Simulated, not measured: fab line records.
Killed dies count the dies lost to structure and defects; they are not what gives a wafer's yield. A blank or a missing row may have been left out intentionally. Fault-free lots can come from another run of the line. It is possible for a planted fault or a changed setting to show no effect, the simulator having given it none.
What tool caused it? | flow n5 finfet | 72 wafers from 24 lots sampled at 5 of the route's 1938 steps

== WHAT THE GAUGES SHOWED, per wafer ==
N5_BEOL_M12_RS_MEAS_54: uses a four-point probe to measure. Usual: M12_RS gives 0.0603 ohm/sq (standard deviation 0.00093).
lot  | measured     | on            | M12_RS (ohm/sq)      | flag
L074 | day 11 11:53 | film metro-02 | 0.0588 0.0582 0.0591 |
L076 | day 11 13:34 | film metro-02 | 0.0603 0.0599 0.0593 |
L075 | day 12 01:31 | film metro-02 | 0.0612 0.0612 0.0609 |
L077 | day 12 01:43 | film metro-02 | 0.0605 0.0611 0.0587 |
L078 | day 12 03:46 | film metro-02 | 0.0608 0.0589 0.0606 |
L080 | day 12 16:14 | film metro-02 | 0.0602 0.0609 0.0611 |
L079 | day 12 17:01 | film metro-01 | 0.0620 0.0617 0.0592 |
L082 | day 12 23:31 | film metro-02 | 0.0613 0.0595 0.0604 |
L083 | day 13 05:50 | film metro-02 | 0.0593 0.0605 0.0593 |
L081 | day 13 06:07 | film metro-01 | 0.0602 0.0607 0.0618 |
L084 | day 13 12:28 | film metro-01 | 0.0597 0.0604 0.0602 |
L085 | day 14 06:29 | film metro-02 | 0.0596 0.0612 0.0610 |
L087 | day 14 12:04 | film metro-01 | 0.0598 0.0591 0.0596 |
L086 | day 14 12:24 | film metro-02 | 0.0598 0.0604 0.0599 |
L089 | day 14 18:43 | film metro-01 | 0.0592 0.0587 0.0589 |
L090 | day 15 02:04 | film metro-02 | 0.0601 0.0601 0.0602 |
L088 | day 15 03:16 | film metro-01 | 0.0601 0.0601 0.0610 |
L091 | day 15 03:50 | film metro-02 | 0.0593 0.0596 0.0596 |
L092 | day 15 12:58 | film metro-01 | 0.0622 0.0589 0.0617 |
L093 | day 16 06:40 | film metro-01 | 0.0607 0.0610 0.0624 |
L095 | day 16 08:12 | film metro-02 | 0.0596 0.0606 0.0603 |
L096 | day 16 13:35 | film metro-01 | 0.0619 0.0593 0.0601 |
L094 | day 16 17:43 | film metro-02 | 0.0592 0.0605 0.0601 |
L097 | day 16 18:53 | film metro-02 | 0.0613 0.0587 0.0604 |

N5_BEOL_M13_INSPECT_12: inspects for defects (macro). Usual: raw defect count reads 2.1 (standard deviation 1.7).
lot  | measured     | on                | raw defect count | flag
L074 | day 11 12:28 | defect inspect-02 | 0 0 3            |
L076 | day 11 14:16 | defect inspect-01 | 7 0 2            |
L075 | day 12 02:05 | defect inspect-01 | 3 0 1            |
L077 | day 12 02:20 | defect inspect-01 | 3 0 3            |
L078 | day 12 04:20 | defect inspect-02 | 3 2 0            |
L080 | day 12 16:49 | defect inspect-01 | 1 3 3            |
L079 | day 12 17:35 | defect inspect-01 | 3 1 3            |
L082 | day 13 00:13 | defect inspect-01 | 0 0 1            |
L083 | day 13 06:25 | defect inspect-02 | 2 2 1            |
L081 | day 13 06:41 | defect inspect-01 | 2 3 2            |
L084 | day 13 13:02 | defect inspect-01 | 2 3 2            |
L085 | day 14 07:04 | defect inspect-01 | 1 0 5            |
L087 | day 14 12:46 | defect inspect-02 | 3 3 1            |
L086 | day 14 12:59 | defect inspect-01 | 2 2 0            |
L089 | day 14 19:25 | defect inspect-01 | 0 1 6            |
L090 | day 15 02:46 | defect inspect-01 | 1 3 4            |
L088 | day 15 03:50 | defect inspect-02 | 1 2 2            |
L091 | day 15 04:24 | defect inspect-02 | 0 2 2            |
L092 | day 15 13:32 | defect inspect-01 | 1 4 1            |
L093 | day 16 07:14 | defect inspect-01 | 3 3 0            |
L095 | day 16 08:46 | defect inspect-02 | 0 0 5            |
L096 | day 16 14:17 | defect inspect-02 | 3 2 5            |
L094 | day 16 18:24 | defect inspect-01 | 3 0 2            |
L097 | day 16 19:28 | defect inspect-02 | 2 0 2            |

N5_BEOL_M13_INSPECT_30: inspects for defects (macro). Usual: raw defect count reads 2.0 (standard deviation 1.4).
lot  | measured     | on                | raw defect count | flag
L074 | day 11 13:53 | defect inspect-01 | 2 1 2            |
L076 | day 11 15:13 | defect inspect-01 | 0 0 0            |
L075 | day 12 03:10 | defect inspect-01 | 6 1 1            |
L077 | day 12 03:20 | defect inspect-02 | 1 2 1            |
L078 | day 12 07:00 | defect inspect-02 | 2 4 0            |
L080 | day 12 17:55 | defect inspect-01 | 0 2 4            |
L079 | day 12 18:36 | defect inspect-01 | 3 3 5            |
L082 | day 13 01:17 | defect inspect-02 | 4 2 4            |
L083 | day 13 07:22 | defect inspect-02 | 3 3 0            |
L081 | day 13 07:40 | defect inspect-02 | 3 2 1            |
L084 | day 13 14:10 | defect inspect-01 | 2 3 2            |
L085 | day 14 08:25 | defect inspect-01 | 1 1 1            |
L087 | day 14 13:43 | defect inspect-01 | 2 2 1            |
L086 | day 14 14:02 | defect inspect-01 | 3 2 5            |
L089 | day 14 20:30 | defect inspect-02 | 2 1 3            |
L090 | day 15 03:52 | defect inspect-02 | 1 2 0            |
L088 | day 15 04:54 | defect inspect-01 | 1 1 0            |
L091 | day 15 05:28 | defect inspect-02 | 3 3 4            |
L092 | day 15 14:37 | defect inspect-01 | 2 2 3            |
L093 | day 16 08:18 | defect inspect-01 | 2 0 1            |
L095 | day 16 09:50 | defect inspect-02 | 3 3 2            |
L096 | day 16 15:14 | defect inspect-01 | 2 2 4            |
L094 | day 16 19:28 | defect inspect-01 | 2 1 1            |
L097 | day 16 20:36 | defect inspect-01 | 5 1 2            |

== EACH LOT AND THE TOOL THAT RAN IT (in order: tool; ch and the chambers of the sampled wafers; start) ==
lot  | N5_BEOL_M12_SPUTTER_43       | N5_BEOL_M12_SPUTTER_44
L074 | pvd sputter-03, day 11 10:45 | pvd sputter-03, day 11 10:50
L076 | pvd sputter-01, day 11 12:25 | pvd sputter-01, day 11 12:30
L075 | pvd sputter-03, day 11 23:52 | pvd sputter-03, day 11 23:56
L077 | pvd sputter-01, day 11 23:58 | pvd sputter-01, day 12 00:03
L078 | pvd sputter-01, day 12 02:37 | pvd sputter-01, day 12 02:41
L080 | pvd sputter-03, day 12 14:56 | pvd sputter-03, day 12 15:01
L079 | pvd sputter-03, day 12 15:53 | pvd sputter-03, day 12 15:58
L082 | pvd sputter-01, day 12 22:23 | pvd sputter-01, day 12 22:28
L083 | pvd sputter-02, day 13 04:25 | pvd sputter-02, day 13 04:29
L081 | pvd sputter-03, day 13 04:44 | pvd sputter-03, day 13 04:49
L084 | pvd sputter-03, day 13 11:17 | pvd sputter-03, day 13 11:22
L085 | pvd sputter-03, day 14 05:21 | pvd sputter-03, day 14 05:26
L087 | pvd sputter-01, day 14 10:55 | pvd sputter-01, day 14 11:00
L086 | pvd sputter-02, day 14 11:16 | pvd sputter-02, day 14 11:20
L089 | pvd sputter-01, day 14 16:46 | pvd sputter-01, day 14 16:51
L090 | pvd sputter-01, day 15 00:53 | pvd sputter-01, day 15 00:58
L088 | pvd sputter-01, day 15 01:32 | pvd sputter-01, day 15 01:37
L091 | pvd sputter-03, day 15 01:36 | pvd sputter-03, day 15 01:41
L092 | pvd sputter-03, day 15 11:50 | pvd sputter-03, day 15 11:55
L093 | pvd sputter-02, day 16 05:29 | pvd sputter-02, day 16 05:34
L095 | pvd sputter-01, day 16 07:02 | pvd sputter-01, day 16 07:07
L096 | pvd sputter-03, day 16 12:25 | pvd sputter-03, day 16 12:29
L094 | pvd sputter-03, day 16 16:34 | pvd sputter-03, day 16 16:39
L097 | pvd sputter-02, day 16 17:29 | pvd sputter-02, day 16 17:34
- N5_BEOL_M12_SPUTTER_43: material TaN, target thk 15 nm, time 24.19 s.
- N5_BEOL_M12_SPUTTER_44: material Ta, target thk 10 nm, time 16.13 s.

== WHAT THE TOOLS THEMSELVES READ (means of the sampled wafers that have a number; where no wafer has one, the mark that the record gives instead) ==
N5_BEOL_M12_SPUTTER_43. Usual: throttle valve pct reads 30.4 % (standard deviation 0.69).
lot  | tool           | throttle valve pct (%) | flag
L074 | pvd sputter-03 | 30.3                   |
L076 | pvd sputter-01 | 30.2                   |
L075 | pvd sputter-03 | 30.4                   |
L077 | pvd sputter-01 | 30.1                   |
L078 | pvd sputter-01 | 30.2                   |
L080 | pvd sputter-03 | 30.6                   |
L079 | pvd sputter-03 | 31.0                   |
L082 | pvd sputter-01 | 30.5                   |
L083 | pvd sputter-02 | 32.0                   |
L081 | pvd sputter-03 | 30.3                   |
L084 | pvd sputter-03 | 30.3                   |
L085 | pvd sputter-03 | 30.3                   |
L087 | pvd sputter-01 | 30.2                   |
L086 | pvd sputter-02 | 29.2                   |
L089 | pvd sputter-01 | 30.0                   |
L090 | pvd sputter-01 | 30.0                   |
L088 | pvd sputter-01 | 30.1                   |
L091 | pvd sputter-03 | 29.9                   |
L092 | pvd sputter-03 | 30.4                   |
L093 | pvd sputter-02 | 30.5                   |
L095 | pvd sputter-01 | 29.8                   |
L096 | pvd sputter-03 | 30.0                   |
L094 | pvd sputter-03 | 30.3                   |
L097 | pvd sputter-02 | 30.9                   |

N5_BEOL_M12_SPUTTER_44. Usual: throttle valve pct reads 30.3 % (standard deviation 0.65).
lot  | tool           | throttle valve pct (%) | flag
L074 | pvd sputter-03 | 30.3                   |
L076 | pvd sputter-01 | 30.1                   |
L075 | pvd sputter-03 | 30.2                   |
L077 | pvd sputter-01 | 30.1                   |
L078 | pvd sputter-01 | 30.3                   |
L080 | pvd sputter-03 | 30.4                   |
L079 | pvd sputter-03 | 30.6                   |
L082 | pvd sputter-01 | 30.6                   |
L083 | pvd sputter-02 | 32.0                   |
L081 | pvd sputter-03 | 30.3                   |
L084 | pvd sputter-03 | 30.3                   |
L085 | pvd sputter-03 | 30.3                   |
L087 | pvd sputter-01 | 30.3                   |
L086 | pvd sputter-02 | 29.3                   |
L089 | pvd sputter-01 | 29.9                   |
L090 | pvd sputter-01 | 30.1                   |
L088 | pvd sputter-01 | 30.3                   |
L091 | pvd sputter-03 | 30.0                   |
L092 | pvd sputter-03 | 30.2                   |
L093 | pvd sputter-02 | 30.5                   |
L095 | pvd sputter-01 | 30.0                   |
L096 | pvd sputter-03 | 29.9                   |
L094 | pvd sputter-03 | 30.1                   |
L097 | pvd sputter-02 | 31.0                   |

== THE ANSWER, worked out from the rows above alone ==
Rule: take the mean of a lot's wafers that have a number; if it is more than 3 standard deviations from the usual mean, the lot is off. A lot without any number at a reading at which 4 lots or more have one is off too. Any other lot the step has rows for is counted as sound. Order of review: gauges by route order, followed by the tools' own readings, for which a lot's mean as printed above is used. The first step at which some lot is off is used, and at that step the reading that is off furthest; a lot without a number counts as furthest.
No lot is off on any of the readings shown, so nothing can be concluded from this.

== WHAT HAD BEEN PUT IN BY THE SIMULATOR ==
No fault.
